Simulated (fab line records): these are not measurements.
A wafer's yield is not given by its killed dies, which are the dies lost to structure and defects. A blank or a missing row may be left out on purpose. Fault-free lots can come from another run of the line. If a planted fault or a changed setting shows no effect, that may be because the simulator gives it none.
Chamber matching -- flow nand harc -- NHARC_P_CONTACT_DEP_30 on pecvd-03 has 3 sister chambers
The step deposits SiNx, target thk 30 nm. 3 wafers are shown with their chamber, then 7 later ones without.

WAFERS PAIRED WITH THEIR CHAMBERS
wafer,chamber,heater power w (W)
L287.5,0,735
L290.1,1,775
L290.4,2,601

WAFERS WITHOUT THEIR CHAMBER
wafer,heater power w (W)
L290.5,795
L294.3,714
L294.5,743
L294.6,638
L297.1,750
L297.3,721
L297.5,737

EACH ONE'S CHAMBER
wafer,from the rows above,in truth
L290.5,1,1
L294.3,0,0
L294.5,can't be placed: 0 or 1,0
L294.6,2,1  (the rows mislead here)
L297.1,can't be placed: 0 or 1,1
L297.3,0,0
L297.5,can't be placed: 0 or 1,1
Correct placement for 3 of the 7. Unplaceable from these rows: 3, with the true chamber sitting among the candidates in 3. Number placed wrongly: 1.
How it was worked out, from the rows above alone: a wafer's distance from a chamber is the root of the sum, over the readings, of the square of ((its reading less the chamber's mean) divided by the reading's scatter). The wafer belongs to the nearest chamber; if the next one is less than 2 further off, it can't be placed. The mean given for a chamber averages the wafers shown for that chamber. The scatter: with one shown wafer a chamber, the root of the mean of the squares of how far each hidden wafer lies from its nearest shown one.
